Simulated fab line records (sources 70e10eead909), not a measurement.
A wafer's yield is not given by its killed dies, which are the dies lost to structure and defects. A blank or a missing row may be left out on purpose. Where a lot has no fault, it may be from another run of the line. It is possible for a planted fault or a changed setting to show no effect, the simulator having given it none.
The tool behind it: which one? :: flow nandHarc :: 11 lots, 33 wafers sampled, at 5 steps of a route of 1302

== WHAT EACH GAUGE READ, for each wafer ==
NHARC_P_GATE_CD_MEAS_59 targets a cd of 720 nm. Usual: cdNm 720.0 nm, standard deviation 1.3.
lot: L219
measured: day 5 15:55
on: cdSem-01
cdNm (nm): 719.7 718.1 720.2
flag: 

lot: L223
measured: day 7 05:15
on: cdSem-02
cdNm (nm): 720.1 718.1 719.0
flag: 

lot: L224
measured: day 7 20:58
on: cdSem-02
cdNm (nm): 719.5 716.3 720.3
flag: 

lot: L225
measured: day 8 06:54
on: cdSem-02
cdNm (nm): 720.1 719.5 720.4
flag: 

lot: L227
measured: day 9 00:51
on: cdSem-02
cdNm (nm): 706.5 706.7 705.7
flag: OFF

lot: L228
measured: day 9 11:56
on: cdSem-03
cdNm (nm): 719.5 720.7 720.6
flag: 

lot: L238
measured: day 13 10:21
on: cdSem-03
cdNm (nm): 722.1 721.4 723.8
flag: 

lot: L239
measured: day 14 09:16
on: cdSem-03
cdNm (nm): 720.1 721.5 721.9
flag: 

lot: L240
measured: day 14 17:43
on: cdSem-01
cdNm (nm): 719.7 718.8 719.5
flag: 

lot: L241
measured: day 14 22:50
on: cdSem-02
cdNm (nm): 720.5 720.1 719.8
flag: 

lot: L242
measured: day 15 04:55
on: cdSem-02
cdNm (nm): 720.7 719.2 720.6
flag: 

== WHAT TOOL EACH LOT RAN ON (gives the tool, then ch and the chambers of the sampled wafers, and finally the start) ==
lot: L219
NHARC_P_GATE_STRIP_108: rieDiel-03 ch 1,2, day 5 02:50
NHARC_P_GATE_DESCUM_48: rieDiel-06 ch 0,1,3, day 5 14:26
NHARC_P_GATE_STRIP_75: plasmaAsher-02 ch 0,1, day 5 15:07
NHARC_P_GATE_EXPOSE_56: krfScanner-01 ch 0, day 5 15:45

lot: L223
NHARC_P_GATE_STRIP_108: rieDiel-05 ch 1,3, day 6 14:07
NHARC_P_GATE_DESCUM_48: rieDiel-03 ch 0,1,3, day 7 03:40
NHARC_P_GATE_STRIP_75: plasmaAsher-02 ch 0,1, day 7 04:20
NHARC_P_GATE_EXPOSE_56: krfScanner-04 ch 0, day 7 05:06

lot: L224
NHARC_P_GATE_STRIP_108: rieDiel-06 ch 1,2,3, day 7 05:59
NHARC_P_GATE_DESCUM_48: rieDiel-03 ch 0,1,2, day 7 19:29
NHARC_P_GATE_STRIP_75: plasmaAsher-01 ch 0,1, day 7 20:08
NHARC_P_GATE_EXPOSE_56: krfScanner-04 ch 0, day 7 20:48

lot: L225
NHARC_P_GATE_STRIP_108: rieDiel-06 ch 0,2,3, day 7 18:14
NHARC_P_GATE_DESCUM_48: rieDiel-03 ch 0,3, day 8 05:19
NHARC_P_GATE_STRIP_75: plasmaAsher-02 ch 0,1, day 8 05:58
NHARC_P_GATE_EXPOSE_56: krfScanner-02 ch 0, day 8 06:44

lot: L227
NHARC_P_GATE_STRIP_108: rieDiel-03 ch 1,2,3, day 8 12:00
NHARC_P_GATE_DESCUM_48: rieDiel-05 ch 1,2, day 8 23:15
NHARC_P_GATE_STRIP_75: plasmaAsher-01 ch 0,1, day 8 23:55
NHARC_P_GATE_EXPOSE_56: krfScanner-01 ch 0, day 9 00:42

lot: L228
NHARC_P_GATE_STRIP_108: rieDiel-06 ch 2,3, day 8 20:52
NHARC_P_GATE_DESCUM_48: rieDiel-05 ch 1,3, day 9 10:29
NHARC_P_GATE_STRIP_75: plasmaAsher-01 ch 0, day 9 11:08
NHARC_P_GATE_EXPOSE_56: krfScanner-01 ch 0, day 9 11:47

lot: L238
NHARC_P_GATE_STRIP_108: rieDiel-06 ch 0,1,3, day 12 21:24
NHARC_P_GATE_DESCUM_48: rieDiel-06 ch 0,1,2, day 13 08:45
NHARC_P_GATE_STRIP_75: plasmaAsher-02 ch 0,1, day 13 09:25
NHARC_P_GATE_EXPOSE_56: krfScanner-01 ch 0, day 13 10:11

lot: L239
NHARC_P_GATE_STRIP_108: rieDiel-03 ch 1,2, day 13 20:23
NHARC_P_GATE_DESCUM_48: rieDiel-05 ch 0,1,2, day 14 07:48
NHARC_P_GATE_STRIP_75: plasmaAsher-02 ch 0,1, day 14 08:29
NHARC_P_GATE_EXPOSE_56: krfScanner-01 ch 0, day 14 09:07

lot: L240
NHARC_P_GATE_STRIP_108: rieDiel-06 ch 0,1,3, day 14 04:56
NHARC_P_GATE_DESCUM_48: rieDiel-06 ch 0,1,3, day 14 16:09
NHARC_P_GATE_STRIP_75: plasmaAsher-02 ch 0,1, day 14 16:50
NHARC_P_GATE_EXPOSE_56: krfScanner-02 ch 0, day 14 17:34

lot: L241
NHARC_P_GATE_STRIP_108: rieDiel-05 ch 1,3, day 14 09:50
NHARC_P_GATE_DESCUM_48: rieDiel-03 ch 0,1, day 14 21:13
NHARC_P_GATE_STRIP_75: plasmaAsher-02 ch 0, day 14 21:55
NHARC_P_GATE_EXPOSE_56: krfScanner-04 ch 0, day 14 22:41

lot: L242
NHARC_P_GATE_STRIP_108: rieDiel-05 ch 0,1,3, day 14 16:01
NHARC_P_GATE_DESCUM_48: rieDiel-06 ch 1,2,3, day 15 03:21
NHARC_P_GATE_STRIP_75: plasmaAsher-02 ch 0,1, day 15 04:01
NHARC_P_GATE_EXPOSE_56: krfScanner-01 ch 0, day 15 04:46
- NHARC_P_GATE_STRIP_108: strips in O2.
- NHARC_P_GATE_DESCUM_48: chemistry O2, time 3 s.
- NHARC_P_GATE_STRIP_75: strips in O2.
- NHARC_P_GATE_EXPOSE_56: exposes mask P PSD, target cd 720 nm.

== WHAT THE TOOLS THEMSELVES READ (means of the sampled wafers that have a number; where no wafer has one, the mark that the record gives instead) ==
NHARC_P_GATE_STRIP_108. Usual: drypumpMotorCurrentA 5.7 A, standard deviation 0.4; oesProductAu 1.001 a.u., standard deviation 0.0086; rfVppV 57.7 V, standard deviation 0.89; showerheadPlenumPTorr 3.51 Torr, standard deviation 0.17; throttleValvePct 17.037 %, standard deviation 0.0099.
lot: L219
tool: rieDiel-03
drypumpMotorCurrentA (A): 6.2
oesProductAu (a.u.): 1.006
rfVppV (V): 58.1
showerheadPlenumPTorr (Torr): 3.39
throttleValvePct (%): 17.043
flag: 

lot: L223
tool: rieDiel-05
drypumpMotorCurrentA (A): 5.8
oesProductAu (a.u.): 0.995
rfVppV (V): 57.6
showerheadPlenumPTorr (Torr): 3.39
throttleValvePct (%): 17.030
flag: 

lot: L224
tool: rieDiel-06
drypumpMotorCurrentA (A): 5.6
oesProductAu (a.u.): 1.006
rfVppV (V): 57.0
showerheadPlenumPTorr (Torr): 3.57
throttleValvePct (%): 17.035
flag: 

lot: L225
tool: rieDiel-06
drypumpMotorCurrentA (A): 5.6
oesProductAu (a.u.): 0.994
rfVppV (V): 57.5
showerheadPlenumPTorr (Torr): 3.42
throttleValvePct (%): 17.034
flag: 

lot: L227
tool: rieDiel-03
drypumpMotorCurrentA (A): 5.8
oesProductAu (a.u.): 1.007
rfVppV (V): 56.7
showerheadPlenumPTorr (Torr): 3.40
throttleValvePct (%): 17.033
flag: 

lot: L228
tool: rieDiel-06
drypumpMotorCurrentA (A): 5.4
oesProductAu (a.u.): 0.989
rfVppV (V): 57.5
showerheadPlenumPTorr (Torr): 3.42
throttleValvePct (%): 17.046
flag: 

lot: L238
tool: rieDiel-06
drypumpMotorCurrentA (A): 5.8
oesProductAu (a.u.): 0.999
rfVppV (V): 57.4
showerheadPlenumPTorr (Torr): 3.57
throttleValvePct (%): 17.027
flag: 

lot: L239
tool: rieDiel-03
drypumpMotorCurrentA (A): 6.2
oesProductAu (a.u.): 1.009
rfVppV (V): 57.0
showerheadPlenumPTorr (Torr): 3.38
throttleValvePct (%): 17.040
flag: 

lot: L240
tool: rieDiel-06
drypumpMotorCurrentA (A): 5.8
oesProductAu (a.u.): 0.998
rfVppV (V): 58.5
showerheadPlenumPTorr (Torr): 3.57
throttleValvePct (%): 17.029
flag: 

lot: L241
tool: rieDiel-05
drypumpMotorCurrentA (A): 5.8
oesProductAu (a.u.): 1.000
rfVppV (V): 57.3
showerheadPlenumPTorr (Torr): 3.39
throttleValvePct (%): 17.031
flag: 

lot: L242
tool: rieDiel-05
drypumpMotorCurrentA (A): 5.5
oesProductAu (a.u.): 1.004
rfVppV (V): 57.0
showerheadPlenumPTorr (Torr): 3.53
throttleValvePct (%): 17.037
flag: 

NHARC_P_GATE_DESCUM_48. Usual: drypumpMotorCurrentA 5.7 A, standard deviation 0.41; oesProductAu 1.001 a.u., standard deviation 0.0078; rfVppV 57.5 V, standard deviation 0.94; showerheadPlenumPTorr 1.89 Torr, standard deviation 0.099; throttleValvePct 11.311 %, standard deviation 0.0078.
lot: L219
tool: rieDiel-06
drypumpMotorCurrentA (A): 5.7
oesProductAu (a.u.): 1.002
rfVppV (V): 57.5
showerheadPlenumPTorr (Torr): 1.94
throttleValvePct (%): 11.304
flag: 

lot: L223
tool: rieDiel-03
drypumpMotorCurrentA (A): 6.0
oesProductAu (a.u.): 1.003
rfVppV (V): 57.7
showerheadPlenumPTorr (Torr): 1.83
throttleValvePct (%): 11.309
flag: 

lot: L224
tool: rieDiel-03
drypumpMotorCurrentA (A): 6.1
oesProductAu (a.u.): 0.997
rfVppV (V): 57.7
showerheadPlenumPTorr (Torr): 1.82
throttleValvePct (%): 11.311
flag: 

lot: L225
tool: rieDiel-03
drypumpMotorCurrentA (A): 6.0
oesProductAu (a.u.): 0.993
rfVppV (V): 57.0
showerheadPlenumPTorr (Torr): 1.82
throttleValvePct (%): 11.304
flag: 

lot: L227
tool: rieDiel-05
drypumpMotorCurrentA (A): 5.7
oesProductAu (a.u.): 1.003
rfVppV (V): 57.6
showerheadPlenumPTorr (Torr): 2.00
throttleValvePct (%): 11.308
flag: 

lot: L228
tool: rieDiel-05
drypumpMotorCurrentA (A): 5.6
oesProductAu (a.u.): 1.006
rfVppV (V): 57.8
showerheadPlenumPTorr (Torr): 1.88
throttleValvePct (%): 11.308
flag: 

lot: L238
tool: rieDiel-06
drypumpMotorCurrentA (A): 5.5
oesProductAu (a.u.): 1.004
rfVppV (V): 57.8
showerheadPlenumPTorr (Torr): 1.88
throttleValvePct (%): 11.310
flag: 

lot: L239
tool: rieDiel-05
drypumpMotorCurrentA (A): 5.5
oesProductAu (a.u.): 1.007
rfVppV (V): 58.0
showerheadPlenumPTorr (Torr): 2.00
throttleValvePct (%): 11.321
flag: 

lot: L240
tool: rieDiel-06
drypumpMotorCurrentA (A): 5.8
oesProductAu (a.u.): 0.996
rfVppV (V): 57.9
showerheadPlenumPTorr (Torr): 1.93
throttleValvePct (%): 11.311
flag: 

lot: L241
tool: rieDiel-03
drypumpMotorCurrentA (A): 6.4
oesProductAu (a.u.): 1.001
rfVppV (V): 57.5
showerheadPlenumPTorr (Torr): 1.83
throttleValvePct (%): 11.309
flag: 

lot: L242
tool: rieDiel-06
drypumpMotorCurrentA (A): 5.6
oesProductAu (a.u.): 0.994
rfVppV (V): 56.0
showerheadPlenumPTorr (Torr): 1.93
throttleValvePct (%): 11.317
flag: 

NHARC_P_GATE_STRIP_75. Usual: drypumpMotorCurrentA 6.07 A, standard deviation 0.21; heaterPowerW 297 W, standard deviation 23.
lot: L219
tool: plasmaAsher-02
drypumpMotorCurrentA (A): 5.95
heaterPowerW (W): 291
flag: 

lot: L223
tool: plasmaAsher-02
drypumpMotorCurrentA (A): 5.94
heaterPowerW (W): 287
flag: 

lot: L224
tool: plasmaAsher-01
drypumpMotorCurrentA (A): 6.10
heaterPowerW (W): 316
flag: 

lot: L225
tool: plasmaAsher-02
drypumpMotorCurrentA (A): 5.96
heaterPowerW (W): 290
flag: 

lot: L227
tool: plasmaAsher-01
drypumpMotorCurrentA (A): 6.05
heaterPowerW (W): 319
flag: 

lot: L228
tool: plasmaAsher-01
drypumpMotorCurrentA (A): 6.05
heaterPowerW (W): 336
flag: 

lot: L238
tool: plasmaAsher-02
drypumpMotorCurrentA (A): 6.15
heaterPowerW (W): 286
flag: 

lot: L239
tool: plasmaAsher-02
drypumpMotorCurrentA (A): 6.13
heaterPowerW (W): 287
flag: 

lot: L240
tool: plasmaAsher-02
drypumpMotorCurrentA (A): 6.13
heaterPowerW (W): 286
flag: 

lot: L241
tool: plasmaAsher-02
drypumpMotorCurrentA (A): 6.31
heaterPowerW (W): 288
flag: 

lot: L242
tool: plasmaAsher-02
drypumpMotorCurrentA (A): 5.96
heaterPowerW (W): 283
flag: 

NHARC_P_GATE_EXPOSE_56. Usual: reticleTempC 23.00 C, standard deviation 0.11.
lot: L219
tool: krfScanner-01
reticleTempC (C): 22.97
flag: 

lot: L223
tool: krfScanner-04
reticleTempC (C): 22.98
flag: 

lot: L224
tool: krfScanner-04
reticleTempC (C): 22.87
flag: 

lot: L225
tool: krfScanner-02
reticleTempC (C): 23.10
flag: 

lot: L227
tool: krfScanner-01
reticleTempC (C): 22.92
flag: 

lot: L228
tool: krfScanner-01
reticleTempC (C): 22.96
flag: 

lot: L238
tool: krfScanner-01
reticleTempC (C): 23.00
flag: 

lot: L239
tool: krfScanner-01
reticleTempC (C): 23.07
flag: 

lot: L240
tool: krfScanner-02
reticleTempC (C): 22.96
flag: 

lot: L241
tool: krfScanner-04
reticleTempC (C): 23.01
flag: 

lot: L242
tool: krfScanner-01
reticleTempC (C): 23.12
flag: 

== THE ANSWER, worked out from the rows above alone ==
Rule: lot off if the mean of its wafers having a number is beyond 3 standard deviations from the usual mean. Also off: a lot with no number at a reading for which 4 or more lots have one. Any other lot the step has rows for is counted as sound. The gauges are gone through in route order, then the tools' own readings, and for those a lot's mean is taken as printed above. The first step at which some lot is off is used, and at that step the reading that is off furthest; a lot without a number counts as furthest.
Off, at NHARC_P_GATE_CD_MEAS_59 on cdNm: L227.
If a tool, at a process step before that reading, ran all the lots that are off and no sound lot after the first of them, it fits. The gauges at NHARC_P_GATE_CD_MEAS_59 are tried like those tools. Not one of the candidates tried fits.

== WHAT HAD BEEN PUT IN BY THE SIMULATOR ==
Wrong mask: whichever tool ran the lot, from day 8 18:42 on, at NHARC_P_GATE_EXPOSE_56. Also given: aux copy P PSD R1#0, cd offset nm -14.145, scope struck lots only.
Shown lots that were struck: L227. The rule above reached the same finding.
